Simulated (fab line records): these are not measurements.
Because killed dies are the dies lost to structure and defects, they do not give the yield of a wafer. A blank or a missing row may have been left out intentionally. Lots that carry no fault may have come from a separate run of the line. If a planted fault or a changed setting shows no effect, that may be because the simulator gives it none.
A lot that was struck, set against a sound lot + flow n5Finfet + 41 steps out of a route of 1938
Sound: the wafers L343.2, L343.4, L343.6. Struck: wafers L360.5, L360.6. (L360.1 of the same lot was not struck and is left out.) The cause comes at the end.
Each step with rows lists, per side, the tool, then ch with its chambers, then its first start. Under that, the readings that differ: sound wafers + struck wafers + difference of the means + sigmas: that difference in standard deviations of wafers without a fault.
alike: readings with means less than 2 such deviations apart, plus words and numbers identical on both sides. not compared: withheld readings, readings lacking a value on some wafer, bounds such as >300 that could conceal the same value, and numbers that have no deviation in the record and whose values overlap.
Wherever a step has rows on one side only, a row that says differs or no value, or a row with sigmas, the two part there. Numbers that don't overlap but have no deviation are shown without sigmas and don't part them. Lack of a reading on every wafer of one side parts them only where that side has two or more wafers.

first, 12 steps without rows for these wafers: N5_HKMG_FIN_STRIP_33 (strips in N2/H2); N5_HKMG_FIN_STRIP_34 (strips in CF4); N5_HKMG_FIN_ETCH_35 (etches SOC in N2/H2, target depth 215.8 nm, time 243.4 s); N5_HKMG_FIN_STRIP_92 (strips SOC in N2/H2, time 20 s); N5_HKMG_FIN_WET_ETCH_18 (etches TiN in SC1, time 55 s, target depth 5.2 nm, rinse time 30 s); N5_HKMG_FIN_STRIP_19 (strips in N2/H2, time 360 s); N5_HKMG_FIN_ALD_91 (deposits TiN, target thk 1 nm, pulse time 1 s, purge time 3 s); N5_HKMG_FIN_COAT_85 (time 60 s, resist thk 300 nm); N5_HKMG_FIN_ETCH_86 (etches SOC in N2/H2, stops on TiN, target depth 393.2 nm); N5_HKMG_FIN_STRIP_89 (strips SOC in N2/H2, time 20 s); N5_HKMG_FIN_WET_ETCH_87 (etches TiN in SC1, time 154.2 s, target depth 4.7 nm, rinse time 30 s); N5_HKMG_FIN_STRIP_88 (strips in N2/H2, time 360 s).
N5_HKMG_FIN_NWFM_ALD_20: deposits TiAlC, target thk 2 nm, pulse time 3 s, purge time 2 s.
  sound on aldMetal-03 ch 0,2,3, day 5 00:28; struck on aldMetal-03 ch 2,3, day 9 11:05
| reading                                        | sound | struck  | difference | sigmas |
|------------------------------------------------|-------|---------|------------|--------|
| aldCycles                                      | 7 7 7 | 9 9     | +2         |        |
| model.TiAlC_of_HKMG_FIN_NWFM_ALD_20.thkNm (nm) | 2 2 2 | 2.6 2.6 | +0.6       |        |
  alike: chamberPressureTorr, heaterPowerW, precursorPulseHeightRel
then, 26 steps without rows for these wafers: N5_HKMG_FIN_ALD_71 (deposits TiN, target thk 1 nm, pulse time 1 s, purge time 3 s); N5_HKMG_FIN_COAT_66 (time 60 s, resist thk 300 nm); N5_HKMG_FIN_ETCH_67 (etches SOC in N2/H2, stops on TiN, target depth 388.9 nm); N5_HKMG_FIN_STRIP_90 (strips SOC in N2/H2, time 20 s); N5_HKMG_FIN_WET_ETCH_73 (etches the open film in SC1, time 42.3 s, target depth 1.3 nm, rinse time 30 s); N5_HKMG_FIN_ETCHBACK_68 (etches the open film in Cl2/Ar, stops on HfO2, target depth 0.5 nm); N5_HKMG_FIN_STRIP_69 (strips in N2/H2, time 360 s); N5_HKMG_FIN_ALD_21 (deposits TiN, target thk 1.5 nm, pulse time 1 s, purge time 3 s); N5_HKMG_FIN_ALD_72 (deposits W, target thk 2 nm, pulse time 1 s, purge time 2 s); N5_HKMG_FIN_W_FILL_22 (material W, target thk 60 nm, time 18.2 s); N5_HKMG_FIN_PRECLEAN_83 (cleans in DIW, time 57.5 s); N5_HKMG_FIN_SRD_84 (dry time 32 s); N5_HKMG_FIN_CMP_23 (polishes, stops on SiNx, t overpolish 10 s, target thk 46.326 nm); N5_HKMG_FIN_CMP_94 (polishes, stops on SiNx, t overpolish 4.7 s, target thk 43.299 nm); N5_GATE_CUT_ETCHBACK_00 (etches W in SF6/Cl2); N5_GATE_CUT_ETCH_56 (etches TiN in Cl2/Ar, target depth 21.6 nm); N5_GATE_CUT_ETCHBACK_30 (etches TiN in Cl2/Ar, target depth 3 nm); N5_GATE_CUT_VAPOR_ETCH_60 (etches HfO2 in BCl3/Cl2); N5_GATE_CUT_ETCH_58 (etches SiNx in CH3F/O2, target depth 17 nm, time 128.6 s); N5_GATE_CUT_STRIP_59 (strips in N2/H2, time 20 s); N5_GATE_CUT_PRECLEAN_31 (cleans in DIW, time 300 s); N5_GATE_CUT_SRD_32 (time 30 s); N5_GATE_CUT_SAC_CAP_01 (material SiNx, target thk 24 nm, pulse time 1 s, ald cycles 480); N5_GATE_CUT_PECVD_57 (deposits SiNx from SiH4/NH3/N2, target thk 21 nm); N5_GATE_CUT_CMP_02 (polishes, stops on SiO2, t overpolish 12.7 s, target thk 0 nm); N5_GATE_CUT_HM_DEP_46 (deposits SiO2 from TEOS/O2, target thk 130 nm, time 26.6 s).
-- record jumps: 4 days separate the struck wafers' starts on either side; left off in module GATE_CUT, taken up again in module BEOL_M4, whose first shown step is the route's number 1111 --
N5_BEOL_M4_RC_MEAS_101:
  sound on prober-02 ch 0, day 8 05:14; struck on prober-01 ch 0, day 12 23:08
| reading             | sound                   | struck            | difference | sigmas |
|---------------------|-------------------------|-------------------|------------|--------|
| IOFF_N (nA/um)      | 0.150 0.175 0.134       | 0.442 0.433       | +0.284     | +14    |
| IOFF_N_85C (nA/um)  | 3.0 3.4 2.7             | 7.5 7.4           | +4.4       | +13    |
| IOFF_N_LIN (nA/um)  | 0.070 0.080 0.066       | 0.203 0.205       | +0.132     | +16    |
| IOFF_N_LONG (nA/um) | 5.6e-05 5.7e-05 5.7e-05 | 0.000145 0.000142 | +0.000087  | +29    |
| ION_N (uA/um)       | 671 675 669             | 734 738           | +64        | +7     |
| VT_N (mV)           | 251.1 248.2 252.3       | 219.6 218.0       | -31.7      | -13    |
| VT_N_LONG (mV)      | 272.5 273.5 273.9       | 239.8 239.9       | -33.4      | -16    |
| VT_N_LVT (mV)       | 96.8 93.3 96.8          | 67.9 67.8         | -27.8      | -10    |
  alike: DIBL_N, DIBL_P, IOFF_P, ION_P, SS_N, SS_P, VT_P, VT_P_LONG
-- record jumps: 4 days separate the struck wafers' starts on either side; left off in module BEOL_M4, taken up again in module PASSIVATION, whose first shown step is the route's number 1936 --
N5_PASSIVATION_PROBE_49:
  struck on prober-02, day 17 06:22; sound on prober-02, day 12 14:47
| reading                | sound          | struck      | difference | sigmas |
|------------------------|----------------|-------------|------------|--------|
| killedAtContacts       | 11 6 12        | 33 15       | +14        | +3     |
| sort_bin_4_leakage (%) | 0 0 0          | 23.47 19.41 | +21.44     |        |
| sortNPass              | 1070 1069 1086 | 783 839     | -264       | -18    |
| sortYieldPct (%)       | 90.7 90.6 92.0 | 66.4 71.1   | -22.3      | -17    |
  alike: defectLimitedYield, killed_at_M0_to_M3, killed_at_M4_up, killedAtFrontEnd, killedAtOther, killedDies, killedOpen, killedShort, sort_bin_5_function, sort_bin_6_memory

WHERE THEY PART
First at N5_BEOL_M4_RC_MEAS_101; last, within this record, at N5_PASSIVATION_PROBE_49.

WHY: the cause the simulator had injected
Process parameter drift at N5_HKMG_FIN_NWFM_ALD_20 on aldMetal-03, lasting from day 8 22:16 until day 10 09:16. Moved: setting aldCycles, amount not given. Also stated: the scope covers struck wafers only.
